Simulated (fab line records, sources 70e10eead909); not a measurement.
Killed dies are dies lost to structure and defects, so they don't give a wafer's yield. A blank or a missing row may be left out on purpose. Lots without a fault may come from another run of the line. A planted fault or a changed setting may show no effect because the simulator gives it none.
fab line records | flow nand_harc
record lots=13 wafers=39 last_day=33
route steps=1302 shown A_ZERO_WELL@401 A_SOURCE_PLATE@420 A_ONON_D1@444 A_CHANNEL_HOLE_D1@465 END@1302
lots that met no fault: from a run of the same line without faults
start_h: hours from the record's first day to the start of the lot's first wafer shown | wait_h: hours since the lot's step before | " the same as in the row above | L1.1+2: a row that stands for several wafers | - no value, or no start given | * or withheld: withheld | < > ~ a bound
route shown NAME@n: a module of which the file shows steps, and the number in the route of the first | usual: mean/standard deviation of fault-free wafers | same: alike in all rows | chamber/n: place in a boat | sites: the reading at each site | _std_site: their standard deviation | _edge_site: outer sites' mean less inner sites' | radius_mm: how far each site lies from the wafer's centre | mask NAME#n: copy n | behind: the tool/chamber that last shaped the wafer | hold: why the lot was held/for how many hours/how that ended | device: the transistor (n, p or np) that didn't switch | end of line: the same wafers' tests at the end of the route | a step without rows: its recipe alone | killed: dies lost to structure and defects at the first sort, not the wafer's yield | map: a wafer's dies, x killed, . not, _ none there
set.NAME: the setting as run; set.NAME@STEP: as run at that earlier step | model.NAME: the simulator's own value behind a step, which no gauge read
steps of the route over a sample of lots; a table a step, a row a wafer
services: from which hour (start_h, from the record's first day; less than 0 if before it) a tool's chamber was out of use, for how many hours, and why
## steps
# step NHARC_A_ZERO_WELL_CD_MEAS_10
# recipe target_cd_nm=2000 landing_energy_ev=500
# usual cd_nm=1999.6/1.8
# same landing_energy_ev=500
# columns lot.wafer tool chamber start_h wait_h cd_nm
L464.1 cd_sem-01 0 141.06 - 1999.5
L464.2 " 0 " " 1999.2
L464.5 " 0 " " 2001.9
L467.2 cd_sem-02 0 166.57 - 2000.7
L467.3 " 0 " " 2000.4
L467.5 " 0 " " 1997.8
L468.1 cd_sem-03 0 176.59 - 2000.3
L468.2 " 0 " " 1999.8
L468.5 " 0 " " 1998.6
L471.1 cd_sem-03 0 205.13 - 1998.8
L471.2 " 0 " " 1999.1
L471.3 " 0 " " 1999.2
L472.3 cd_sem-01 0 221.21 - 1998.2
L472.4 " 0 " " 1999.2
L472.5 " 0 " " 1997.4
L475.4 cd_sem-03 0 245.12 - 2000.8
L475.5 " 0 " " 2001.2
L475.6 " 0 " " 2000.5
L476.3 cd_sem-02 0 256.35 - 1996.0
L476.4 " 0 " " 1998.8
L476.6 " 0 " " 1999.9
L478.1 cd_sem-01 0 286.20 - 2001.0
L478.4 " 0 " " 1997.5
L478.5 " 0 " " 2000.6
L479.1 cd_sem-01 0 286.85 - 2000.6
L479.3 " 0 " " 1998.9
L479.6 " 0 " " 2001.8
L482.1 cd_sem-02 0 313.52 - 1997.5
L482.3 " 0 " " 2001.2
L482.6 " 0 " " 2001.6
L483.3 cd_sem-03 0 326.62 - 1999.4
L483.4 " 0 " " 1998.8
L483.5 " 0 " " 1999.6
L485.2 cd_sem-02 0 346.68 - 1999.8
L485.3 " 0 " " 1999.6
L485.5 " 0 " " 2000.1
L486.3 cd_sem-03 0 376.50 - 1999.4
L486.5 " 0 " " 1998.1
L486.6 " 0 " " 1996.3
# step NHARC_A_SOURCE_PLATE_THK_MEAS_06
# recipe thk_meas_gauge=ellipsometry
# usual thk_nm=200.4/2.2
# columns lot.wafer tool chamber start_h wait_h thk_nm
L464.1 film_metro-01 - 163.97 0.4 201.1
L464.2 " - " " 202.2
L464.5 " - " " 200.4
L467.2 film_metro-01 - 190.65 0.4 203.7
L467.3 " - " " 202.3
L467.5 " - " " 201.3
L468.1 film_metro-02 - 198.45 0.4 202.9
L468.2 " - " " 203.1
L468.5 " - " " 202.0
L471.1 film_metro-01 - 226.36 0.4 200.4
L471.2 " - " " 201.8
L471.3 " - " " 201.3
L472.3 film_metro-02 - 243.35 0.4 199.5
L472.4 " - " " 197.3
L472.5 " - " " 196.2
L475.4 film_metro-02 - 264.77 0.4 204.0
L475.5 " - " " 204.5
L475.6 " - " " 204.3
L476.3 film_metro-01 - 279.46 0.4 200.9
L476.4 " - " " 201.5
L476.6 " - " " 202.0
L478.1 film_metro-02 - 308.86 0.4 199.1
L478.4 " - " " 200.0
L478.5 " - " " 202.0
L479.1 film_metro-01 - 308.86 0.4 194.9
L479.3 " - " " 197.9
L479.6 " - " " 198.4
L482.1 film_metro-01 - 335.79 0.4 201.1
L482.3 " - " " 201.0
L482.6 " - " " 201.2
L483.3 film_metro-02 - 348.32 0.4 197.0
L483.4 " - " " 201.1
L483.5 " - " " 198.8
L485.2 film_metro-02 - 367.52 0.4 200.4
L485.3 " - " " 199.6
L485.5 " - " " 198.9
L486.3 film_metro-02 - 397.24 0.4 199.0
L486.5 " - " " 197.3
L486.6 " - " " 198.6
# step NHARC_A_ONON_D1_DEP_28
# recipe target_thk_a=10000 n2_flow_sccm=2750 n2o_flow_sccm=2000 nh3_flow_sccm=500 sih4_flow_sccm=210 temp_c=400
# usual n2o_flow_sccm=1999/5.5
# columns lot.wafer tool chamber start_h wait_h n2o_flow_sccm
L464.1 pecvd_onon-02 0 176.44 0.1 1999
L464.2 " 0 " " 1992
L464.5 " 0 " " 1996
L467.2 pecvd_onon-04 0 204.03 0.1 2004
L467.3 " 0 " " 1996
L467.5 " 0 " " 1989
L468.1 pecvd_onon-01 0 213.50 0.1 1996
L468.2 " 0 " " 2001
L468.5 " 0 " " 2002
L471.1 pecvd_onon-02 0 240.99 0.1 1998
L471.2 " 0 " " 2000
L471.3 " 0 " " 1999
L472.3 pecvd_onon-04 0 256.19 0.2 1994
L472.4 " 0 " " 1996
L472.5 " 0 " " 1996
L475.4 pecvd_onon-04 0 277.36 0.2 1995
L475.5 " 0 " " 1998
L475.6 " 0 " " 1995
L476.3 pecvd_onon-01 0 292.38 0.2 2004
L476.4 " 0 " " 2010
L476.6 " 0 " " 2000
L479.1 pecvd_onon-01 0 324.43 0.1 1998
L479.3 " 0 " " 1996
L479.6 " 0 " " 1997
L478.1 pecvd_onon-02 0 324.44 0.1 1997
L478.4 " 0 " " 1992
L478.5 " 0 " " 1996
L482.1 pecvd_onon-04 0 348.21 0.1 2003
L482.3 " 0 " " 2001
L482.6 " 0 " " 2002
L483.3 pecvd_onon-04 0 360.66 0.2 2005
L483.4 " 0 " " 2007
L483.5 " 0 " " 2005
L485.2 pecvd_onon-02 0 380.85 0.1 2002
L485.3 " 0 " " 1993
L485.5 " 0 " " 1993
L486.3 pecvd_onon-04 0 409.77 0.2 1999
L486.5 " 0 " " 2004
L486.6 " 0 " " 2000
# step NHARC_A_ONON_D1_THK_MEAS_30
# recipe thk_meas_gauge=ellipsometry
# usual thk_nm=1000/8.2
# columns lot.wafer tool chamber start_h wait_h thk_nm
L464.1 film_metro-02 - 176.95 - 1005
L464.2 " - " " 1003
L464.5 " - " " 1005
L467.2 film_metro-02 - 204.49 - 1010
L467.3 " - " " 1009
L467.5 " - " " 1009
L468.1 film_metro-02 - 214.01 - 1001
L468.2 " - " " 997
L468.5 " - " " 998
L471.1 film_metro-02 - 241.50 - 1007
L471.2 " - " " 1005
L471.3 " - " " 1006
L472.3 film_metro-02 - 256.59 - 1690
L472.4 " - " " 1692
L472.5 " - " " 1691
L475.4 film_metro-01 - 277.70 - 1687
L475.5 " - " " 1690
L475.6 " - " " 1689
L476.3 film_metro-02 - 292.78 - 1014
L476.4 " - " " 1015
L476.6 " - " " 1015
L479.1 film_metro-02 - 324.95 - 995
L479.3 " - " " 994
L479.6 " - " " 995
L478.1 film_metro-01 - 324.95 - 998
L478.4 " - " " 998
L478.5 " - " " 999
L482.1 film_metro-01 - 348.72 - 1004
L482.3 " - " " 1004
L482.6 " - " " 1006
L483.3 film_metro-01 - 361.05 - 1005
L483.4 " - " " 1002
L483.5 " - " " 1004
L485.2 film_metro-01 - 381.30 - 996
L485.3 " - " " 996
L485.5 " - " " 997
L486.3 film_metro-02 - 410.17 - 1003
L486.5 " - " " 1004
L486.6 " - " " 1004
# step NHARC_A_CHANNEL_HOLE_D1_DESCUM_15
# recipe time_s=3 o2_flow_sccm=200 ar_flow_sccm=0 bias_power_w=0 chemistry=O2
# usual drypump_motor_current_A=5.7/0.34 oes_product_au=1.003/0.0085 rf_vpp_V=58.1/0.96 showerhead_plenum_p_Torr=1.98/0.053 throttle_valve_pct=11.310/0.0089
# columns lot.wafer tool chamber start_h wait_h drypump_motor_current_A oes_product_au rf_hours_counter_h rf_vpp_V showerhead_plenum_p_Torr throttle_valve_pct
L464.2 rie_diel-11 1 180.38 0.1 6.0 1.010 8 58.0 2.02 11.323
L464.1 " 0 " " 5.5 1.014 8 56.5 1.93 11.321
L464.5 " 2 " " 5.2 1.006 - 58.5 2.01 11.303
L467.2 rie_diel-11 0 208.32 0.1 5.5 0.997 11 58.6 1.93 11.297
L467.3 " 1 " " 6.0 1.010 10 58.2 2.01 11.311
L467.5 " 0 " " 5.5 0.993 - 57.4 1.93 11.292
L468.2 rie_diel-11 1 217.36 0.1 6.0 1.016 11 58.2 2.02 11.310
L468.1 " 0 " " 5.5 1.004 11 59.9 1.93 11.312
L468.5 " 1 " " 6.0 1.019 - 58.0 2.02 11.306
L471.2 rie_diel-11 3 247.37 0.1 6.0 1.010 14 58.6 2.02 11.328
L471.1 " 0 " " 5.5 1.002 15 56.3 1.93 11.309
L471.3 " 2 " " 5.2 1.006 14 58.8 2.01 11.318
L476.4 rie_diel-11 2 296.29 0.1 5.2 1.008 3 57.4 2.00 11.319
L476.3 " 3 " " 6.0 0.997 4 56.2 2.01 11.300
L476.6 " 2 " " 5.2 1.006 - 57.5 2.00 11.323
L479.3 rie_diel-11 0 328.37 0.1 5.5 1.002 6 57.7 1.92 11.303
L479.1 " 3 " " 6.0 1.005 6 57.1 2.01 11.306
L479.6 " 0 " " 5.5 0.995 - 58.1 1.92 11.321
L478.1 rie_diel-08 1 328.52 0.1 5.9 1.007 37 58.3 2.06 11.306
L478.4 " 0 " " 6.2 1.001 37 56.3 1.95 11.303
L478.5 " 1 " " 5.9 1.014 - 60.4 2.06 11.309
L482.3 rie_diel-08 3 352.34 0.1 5.8 0.996 33 59.0 2.07 11.309
L482.1 " 2 " " 5.6 1.000 44 56.6 1.93 11.314
L482.6 " 0 " " 6.2 0.997 - 58.2 1.94 11.310
L483.4 rie_diel-11 1 368.39 0.1 6.0 0.996 9 59.0 2.01 11.305
L483.3 " 2 " " 5.2 1.004 9 56.6 2.00 11.302
L483.5 " 2 " " 5.2 1.004 - 56.2 2.00 11.289
L485.3 rie_diel-11 1 389.96 0.1 6.0 1.006 10 58.4 2.01 11.316
L485.2 " 2 " " 5.2 1.002 11 58.0 2.00 11.317
L485.5 " 3 " " 6.0 1.001 - 57.2 2.01 11.308
L486.3 rie_diel-08 0 414.32 0.1 6.2 1.023 12 58.5 1.94 11.304
L486.6 " 3 " " 5.8 1.001 - 58.5 2.06 11.304
L486.5 " 0 " " 6.2 1.013 - 57.9 1.94 11.320
# step NHARC_END_SORT_01
# recipe temp_c=25
# usual killed_at_array=57/19 killed_at_other=0.9/1.1 killed_at_periphery=4.0/2.6 killed_dies=62/19 killed_open=3.3/1.8 killed_short=2.4/1.7
# same gross_dies=677
# columns lot.wafer tool chamber start_h wait_h killed_at_array killed_at_other killed_at_periphery killed_dies killed_open killed_short
L472.3 prober-01 0 636.79 3.1 675 2 0 677 2 0
L472.4 prober-01 0 637.59 3.4 675 0 2 677 3 6
L472.5 prober-01 0 638.39 3.7 676 1 0 677 2 2
L475.4 prober-01 0 661.23 3.4 672 2 3 677 3 6
L475.5 prober-01 0 662.03 3.7 677 0 0 677 1 2
L475.6 prober-01 0 662.83 4.0 672 0 5 677 4 2
# killed by level:class
L472.3 A_ONON_D1:area_dep=624 A_CHANNEL_HOLE_D2:chamber_film_flake=28 A_CHANNEL_HOLE_D1:chamber_film_flake=7 A_BLC:chamber_film_flake=6 A_CHANNEL_FILL_D1:chamber_film_flake=4 A_WL_FILL:chamber_film_flake=2 A_ONON_D2:geometric_particle:open=1 A_M0:geometric_particle:open=1
L472.4 A_ONON_D1:area_dep=617 A_CHANNEL_HOLE_D2:chamber_film_flake=32 A_BLC:chamber_film_flake=6 A_CHANNEL_HOLE_D1:chamber_film_flake=3 A_WL_FILL:geometric_particle:short=2 A_STAIRCASE:chamber_film_flake=2 A_WL_FILL:chamber_film_flake=2 A_CONTACT:chamber_film_flake=2
L472.5 A_ONON_D1:area_dep=627 A_CHANNEL_HOLE_D2:chamber_film_flake=28 A_CHANNEL_HOLE_D1:chamber_film_flake=6 A_BLC:chamber_film_flake=4 A_DECK1_JOINT:chamber_film_flake=2 A_CONTACT:chamber_film_flake=2 A_CHANNEL_FILL_D1:geometric_particle:short=1 A_CHANNEL_HOLE_D2:geometric_particle:short=1
L475.4 A_ONON_D1:area_dep=631 A_CHANNEL_HOLE_D2:chamber_film_flake=17 A_CONTACT:chamber_film_flake=6 A_CHANNEL_HOLE_D1:chamber_film_flake=5 A_ONON_D1:geometric_particle:short=4 A_STAIRCASE:chamber_film_flake=4 P_ZERO_WELL:chamber_film_flake=3 A_ONON_D1:geometric_particle:open=1
L475.5 A_ONON_D1:area_dep=646 A_CHANNEL_HOLE_D2:chamber_film_flake=16 A_STAIRCASE:chamber_film_flake=10 A_CONTACT:chamber_film_flake=2 A_ONON_D1:geometric_particle:open=1 A_CHANNEL_FILL_D1:geometric_particle:short=1 A_WL_FILL:geometric_particle:short=1
L475.6 A_ONON_D1:area_dep=628 A_CHANNEL_HOLE_D2:chamber_film_flake=15 A_STAIRCASE:chamber_film_flake=8 A_CHANNEL_HOLE_D1:chamber_film_flake=5 A_CONTACT:chamber_film_flake=5 P_ZERO_WELL:chamber_film_flake=2 A_CHANNEL_FILL_D2:chamber_film_flake=2 A_SLIT:chamber_film_flake=2
## services
# columns tool chamber start_h hours kind
rie_diel-11 0 161.00 - clean
rie_diel-11 1 161.00 - clean
rie_diel-11 2 161.00 - clean
rie_diel-11 3 161.00 - clean
rie_diel-11 0 163.10 4.2 repair
rie_diel-11 2 170.81 4.5 repair
pecvd_onon-02 - 185.00 13.0 pm
rie_diel-11 0 185.50 - clean
rie_diel-11 1 185.50 - clean
rie_diel-11 2 185.50 - clean
rie_diel-11 3 185.50 - clean
rie_diel-08 - 190.95 9.0 pm
rie_diel-11 0 210.00 - clean
rie_diel-11 1 210.00 - clean
rie_diel-08 3 215.73 8.8 repair
rie_diel-11 - 255.50 9.0 pm
pecvd_onon-01 - 269.00 13.0 pm
rie_diel-08 3 307.84 15.6 repair
pecvd_onon-04 - 311.62 13.0 pm
pecvd_onon-02 - 366.00 13.0 pm
rie_diel-08 - 368.00 9.0 pm
rie_diel-08 2 400.04 4.7 repair
rie_diel-08 - 404.81 0.3 repair
rie_diel-11 3 410.55 16.0 repair
## key
first_sign step=NHARC_A_ONON_D1_THK_MEAS_30 reading=thk_nm direction=up sigmas=84 usual=1000 struck=1690
effect step=NHARC_END_SORT_01 reading=killed_dies direction=up sigmas=33 usual=62 struck=677
more_kills_born_at NHARC_A_ONON_D1_DEP_28@pecvd_onon-04=3773
met_at NHARC_A_ONON_D1_DEP_28
struck_lots L472,L475
later_rows_left_out L472.3,L472.4,L472.5,L475.4,L475.5,L475.6
tester_left_out L472,L475
not_acting_at NHARC_A_ZERO_WELL_CD_MEAS_10,NHARC_A_SOURCE_PLATE_THK_MEAS_06,NHARC_A_CHANNEL_HOLE_D1_DESCUM_15
onset_between 204.03 256.19
fault kind=process_parameter_drift tool=pecvd_onon-04 chamber=- onset_h=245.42 steps=NHARC_A_ONON_D1_DEP_28 channel=target_thk_a offset=* shape=step end_h=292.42 acts_in=* stated=*
# tester_left_out: of these lots the tester's yield and bins aren't shown, on N5 and GAA mostly nor the transistor test; their killed dies are dies lost to structure and defects alone, not to doping, threshold or leakage, so they don't give the yield
# later_rows_left_out: the simulator's readings of these wafers behind a module that went badly wrong aren't trusted and aren't shown, but for the sort
